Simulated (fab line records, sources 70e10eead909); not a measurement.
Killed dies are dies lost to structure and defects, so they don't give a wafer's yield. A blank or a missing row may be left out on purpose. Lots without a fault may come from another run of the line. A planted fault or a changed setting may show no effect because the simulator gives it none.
fab line records | flow nand_harc | part 2 of 2: steps 5 to 6 of 6
record lots=24 wafers=72 last_day=33
route steps=1302 shown P_ZERO_WELL@46 P_STI@87 P_GATE@122 P_CONTACT@218
lots that met no fault: from a run of the same line without faults
start_h: hours from the record's first day to the start of the lot's first wafer shown | wait_h: hours since the lot's step before | " the same as in the row above | L1.1+2: a row that stands for several wafers | - no value, or no start given | * or withheld: withheld | < > ~ a bound
route shown NAME@n: a module of which the file shows steps, and the number in the route of the first | usual: mean/standard deviation of fault-free wafers | same: alike in all rows | chamber/n: place in a boat | sites: the reading at each site | _std_site: their standard deviation | _edge_site: outer sites' mean less inner sites' | radius_mm: how far each site lies from the wafer's centre | mask NAME#n: copy n | behind: the tool/chamber that last shaped the wafer | hold: why the lot was held/for how many hours/how that ended | device: the transistor (n, p or np) that didn't switch | end of line: the same wafers' tests at the end of the route | a step without rows: its recipe alone | killed: dies lost to structure and defects at the first sort, not the wafer's yield | map: a wafer's dies, x killed, . not, _ none there
set.NAME: the setting as run; set.NAME@STEP: as run at that earlier step | model.NAME: the simulator's own value behind a step, which no gauge read
steps of the route over a sample of lots; a table a step, a row a wafer
services: from which hour (start_h, from the record's first day; less than 0 if before it) a tool's chamber was out of use, for how many hours, and why
## steps
# step NHARC_P_CONTACT_OVL_MEAS_13
# usual overlay_x_nm=0.1/0.79 overlay_y_nm=-0.1/0.71
# columns lot.wafer tool chamber start_h wait_h overlay_x_nm overlay_y_nm
L074.1 overlay-02 - 121.10 - -0.7 0.2
L074.4 " - " " -0.3 0.2
L074.5 " - " " 0.0 0.0
L075.1 overlay-02 - 133.39 - -0.9 0.7
L075.4 " - " " -0.7 0.5
L075.5 " - " " -0.7 0.5
L076.1 overlay-01 - 141.37 - 2.1 -1.1
L076.3 " - " " 1.6 -1.5
L076.5 " - " " 1.5 -1.7
L077.1 overlay-02 - 145.32 - 0.9 -1.1
L077.3 " - " " -0.1 -0.8
L077.4 " - " " 0.1 -0.3
L078.2 overlay-01 - 158.05 - 0.7 -0.6
L078.3 " - " " 0.4 -0.1
L078.4 " - " " 0.0 -0.6
L079.1 overlay-01 - 163.88 - 1.5 0.9
L079.4 " - " " 1.2 0.7
L079.6 " - " " 1.5 1.1
L080.2 overlay-02 - 176.48 - 0.6 -0.4
L080.4 " - " " 0.8 -0.4
L080.6 " - " " 0.7 0.0
L081.2 overlay-02 - 184.43 - -0.1 -0.5
L081.3 " - " " -0.7 0.1
L081.6 " - " " 0.1 -0.6
L082.2 overlay-02 - 198.73 - 0.4 -0.1
L082.5 " - " " 0.8 0.0
L082.6 " - " " 0.9 0.0
L083.2 overlay-01 - 205.36 - -0.4 -1.7
L083.3 " - " " -0.6 -1.6
L083.4 " - " " -0.9 -1.6
L084.1 overlay-01 - 211.30 - 0.5 0.4
L084.2 " - " " 0.3 -0.4
L084.6 " - " " 0.5 -0.2
L085.1 overlay-01 - 236.35 - -0.4 0.8
L085.3 " - " " -0.7 1.3
L085.6 " - " " -1.1 0.5
L086.2 overlay-01 - 239.11 - -1.0 -0.6
L086.4 " - " " -0.4 -0.3
L086.6 " - " " -0.8 0.0
L087.2 overlay-01 - 243.54 - 1.2 -0.4
L087.4 " - " " 1.2 0.0
L087.5 " - " " 0.5 -0.1
L088.2 overlay-01 - 263.86 - -0.2 -0.4
L088.3 " - " " -0.7 -0.5
L088.5 " - " " -0.6 -0.6
L089.2 overlay-02 - 273.69 - 0.4 0.3
L089.3 " - " " -0.3 0.6
L089.4 " - " " -0.2 0.7
L090.2 overlay-02 - 287.21 - -0.8 -0.5
L090.3 " - " " 0.0 0.2
L090.6 " - " " -0.3 0.2
L091.2 overlay-02 - 287.71 - -0.3 0.8
L091.3 " - " " 0.0 0.3
L091.6 " - " " 0.0 0.8
L092.3 overlay-01 - 294.93 - -1.2 -0.3
L092.5 " - " " -1.0 -1.1
L092.6 " - " " -0.7 -1.6
L093.1 overlay-02 - 302.51 - -0.6 0.4
L093.4 " - " " -0.8 0.7
L093.5 " - " " -0.8 0.6
L094.4 overlay-01 - 316.80 - -0.2 0.0
L094.5 " - " " -0.2 -0.3
L094.6 " - " " -0.3 -0.2
L095.1 overlay-01 - 326.55 - 0.5 -1.2
L095.2 " - " " 0.5 -1.3
L095.3 " - " " 0.3 -1.2
L096.1 overlay-02 - 338.90 - 1.8 0.8
L096.2 " - " " 1.8 0.5
L096.6 " - " " 1.5 0.3
L097.1 overlay-01 - 351.90 - 0.5 0.7
L097.3 " - " " -0.3 0.4
L097.5 " - " " 0.2 0.6
# step NHARC_P_CONTACT_ETCH_35
# recipe target_depth_a=390 over_etch_frac=0.3 time_s=65 ion_energy_ev=80 cf4_flow_sccm=150 ar_flow_sccm=0 rf_w=300 bias_w=100 chemistry=CF4
# usual cf4_flow_sccm=150.0/0.49 drypump_motor_current_A=5.7/0.33 oes_product_au=1.002/0.0093 rf_vpp_V=151.4/1.3 showerhead_plenum_p_Torr=1.78/0.082 throttle_valve_pct=13.285/0.0098
# columns lot.wafer tool chamber start_h wait_h cf4_flow_sccm drypump_motor_current_A oes_product_au rf_hours_counter_h rf_vpp_V showerhead_plenum_p_Torr throttle_valve_pct
L074.4 rie_diel-03 3 121.29 0.1 150.5 5.1 1.017 0.1 151.5 1.78 13.280
L074.1 " 0 " " 150.1 5.5 1.004 0.2 149.8 1.70 13.291
L074.5 " 3 " " 150.5 5.1 1.014 - 152.0 1.78 13.297
L075.1 rie_diel-03 1 133.59 0.1 149.5 6.1 1.003 0.6 151.9 1.82 13.291
L075.4 " 2 " " 150.2 5.8 1.012 0.4 151.5 1.85 13.288
L075.5 " 3 " " 151.1 5.1 1.005 - 151.4 1.78 13.276
L076.1 rie_diel-03 2 141.56 0.1 150.7 5.8 0.991 0.9 151.4 1.85 13.296
L076.3 " 3 " " 150.0 5.1 1.013 1.1 151.2 1.78 13.267
L076.5 " 2 " " 150.1 5.8 1.005 - 150.6 1.85 13.256
L077.3 rie_diel-02 0 145.53 0.1 149.5 6.0 0.994 5.4 149.9 1.65 13.284
L077.1 " 2 " " 150.4 6.1 1.006 5.4 152.9 1.89 13.285
L077.4 " 0 " " 150.2 6.0 1.003 - 150.5 1.65 13.286
L078.2 rie_diel-03 3 158.24 0.1 150.3 5.1 1.014 1.7 150.8 1.78 13.272
L078.4 " 0 " " 150.5 5.5 1.010 1.9 149.8 1.70 13.298
L078.3 " 2 " " 150.0 5.8 1.010 1.6 152.0 1.85 13.267
L079.4 rie_diel-03 3 164.07 0.1 149.4 5.1 1.010 2.1 151.0 1.78 13.273
L079.1 " 2 " " 149.6 5.8 1.000 1.9 153.0 1.85 13.290
L079.6 " 0 " " 149.2 5.5 1.016 - 150.1 1.70 13.279
L080.2 rie_diel-03 0 176.70 0.1 150.2 5.5 1.013 3.2 150.9 1.70 13.284
L080.6 " 2 " " 151.2 5.9 1.010 - 153.0 1.85 13.280
L080.4 " 3 " " 149.3 5.1 1.013 - 150.3 1.78 13.292
L081.2 rie_diel-02 2 184.63 0.1 149.2 6.0 1.001 7.5 153.8 1.89 13.275
L081.3 " 3 " " 150.0 5.9 0.987 7.6 153.3 1.87 13.269
L081.6 " 1 " " 148.9 6.0 0.992 - 153.1 1.89 13.293
L082.2 rie_diel-02 3 198.95 0.1 150.2 5.9 0.993 8.3 152.2 1.87 13.273
L082.6 " 0 " " 149.6 6.0 0.992 - 148.7 1.65 13.305
L082.5 " 3 " " 150.0 5.9 0.994 - 152.7 1.87 13.305
L083.2 rie_diel-02 3 205.57 0.1 149.6 5.9 0.987 8.8 152.5 1.87 13.277
L083.3 " 0 " " 150.4 6.0 1.000 8.6 148.9 1.65 13.297
L083.4 " 2 " " 148.9 6.1 1.004 - 152.5 1.89 13.278
L084.1 rie_diel-03 2 211.49 0.1 149.7 5.8 1.013 3.0 152.0 1.85 13.287
L084.2 " 0 " " 150.8 5.5 1.010 3.9 149.8 1.70 13.295
L084.6 " 2 " " 150.0 5.8 0.985 - 152.3 1.85 13.277
L085.3 rie_diel-03 2 236.54 0.1 150.4 5.9 1.007 3.8 152.5 1.85 13.283
L085.1 " 0 " " 149.7 5.5 1.006 4.6 149.6 1.70 13.293
L085.6 " 2 " " 150.1 5.8 1.004 - 150.8 1.85 13.287
L086.4 rie_diel-02 3 239.30 0.1 150.1 5.9 1.004 0.1 152.7 1.87 13.275
L086.2 " 0 " " 150.4 6.0 0.990 0.9 148.1 1.65 13.273
L086.6 " 2 " " 150.2 6.1 1.008 - 151.5 1.89 13.295
L087.2 rie_diel-08 3 243.73 0.1 149.6 5.7 0.998 0.6 151.1 1.69 13.285
L087.4 " 1 " " 150.6 5.8 0.992 0.6 149.2 1.71 13.276
L087.5 " 3 " " 149.5 5.6 0.990 - 149.9 1.69 13.278
L088.3 rie_diel-02 2 264.05 0.1 150.1 6.1 0.998 2.8 154.2 1.89 13.270
L088.2 " 0 " " 149.1 6.0 0.997 2.7 149.1 1.65 13.282
L088.5 " 2 " " 149.7 6.1 1.002 - 151.4 1.89 13.270
L089.2 rie_diel-08 0 273.88 0.1 149.9 5.9 1.010 1.6 151.7 1.68 13.285
L089.4 " 1 " " 150.5 5.8 1.001 1.4 150.9 1.70 13.298
L089.3 " 2 " " 149.5 5.3 1.008 1.1 149.9 1.85 13.280
L090.3 rie_diel-08 0 287.39 0.1 149.9 5.8 0.990 2.1 150.9 1.68 13.259
L090.2 " 3 " " 149.8 5.6 0.995 1.7 151.8 1.69 13.279
L090.6 " 1 " " 150.2 5.8 0.977 - 151.0 1.70 13.287
L091.3 rie_diel-02 3 287.89 0.1 149.6 5.9 1.000 3.4 152.4 1.87 13.292
L091.2 " 1 " " 149.6 6.0 0.987 3.7 151.5 1.88 13.286
L091.6 " 0 " " 149.9 6.0 1.005 - 150.3 1.65 13.280
L092.3 rie_diel-03 0 295.11 0.1 150.3 5.5 1.009 0.2 151.4 1.70 13.297
L092.5 " 0 " " 150.6 5.5 1.016 - 151.0 1.70 13.283
L092.6 " 1 " " 150.4 6.1 0.998 - 152.7 1.82 13.282
L093.1 rie_diel-08 1 302.70 0.1 149.7 5.8 0.996 2.7 149.8 1.71 13.291
L093.4 " 0 " " 149.3 5.9 0.999 2.7 150.4 1.68 13.293
L093.5 " 2 " " 150.8 5.3 1.001 - 152.1 1.85 13.295
L094.4 rie_diel-03 3 316.98 0.1 150.0 5.1 1.007 0.7 151.8 1.78 13.282
L094.6 " 3 " " 149.9 5.1 1.007 - 151.5 1.78 13.293
L094.5 " 0 " " 150.5 5.5 1.015 - 150.2 1.70 13.287
L095.3 rie_diel-03 0 326.73 0.1 150.1 5.5 1.017 1.3 150.8 1.70 13.302
L095.2 " 1 " " 149.8 6.1 1.021 1.3 152.1 1.82 13.277
L095.1 " 2 " " 150.6 5.8 1.009 1.2 152.9 1.85 13.285
L096.1 rie_diel-08 3 339.09 0.1 150.7 5.7 0.990 3.0 151.0 1.69 13.275
L096.2 " 1 " " 150.1 5.8 1.011 3.9 150.7 1.70 13.285
L096.6 " 2 " " 150.4 5.3 1.007 - 150.9 1.85 13.283
L097.3 rie_diel-03 2 352.10 0.1 149.4 5.8 1.004 2.4 152.1 1.85 13.295
L097.1 " 0 " " 150.2 5.5 1.011 2.4 149.8 1.70 13.284
L097.5 " 0 " " 150.7 5.5 1.005 - 151.5 1.69 13.288
## services
# columns tool chamber start_h hours kind
rie_diel-07 - 6.51 0.4 repair
rie_diel-03 3 10.18 4.6 repair
rie_diel-12 - 11.20 12.8 repair
rie_diel-03 0 20.88 8.9 repair
rie_diel-12 1 41.82 7.0 repair
pecvd-04 - 45.39 0.9 repair
rie_diel-12 - 59.50 0.3 repair
pecvd-04 - 88.00 13.0 pm
rie_diel-12 - 92.82 9.0 pm
rie_diel-03 2 102.84 7.9 repair
rie_diel-03 - 104.30 9.0 pm
rie_diel-07 - 117.23 9.0 pm
rie_diel-07 0 144.08 3.4 repair
rie_diel-12 - 150.04 0.6 repair
rie_diel-03 1 172.09 12.8 repair
rie_diel-03 3 181.40 4.3 repair
rie_diel-07 2 207.35 4.1 repair
rie_diel-07 - 223.36 2.2 repair
rie_diel-03 3 254.93 8.4 repair
rie_diel-07 1 265.40 6.0 repair
rie_diel-03 - 281.30 9.0 pm
rie_diel-07 - 294.23 9.0 pm
rie_diel-07 2 329.07 2.6 repair
rie_diel-03 3 333.76 23.0 repair
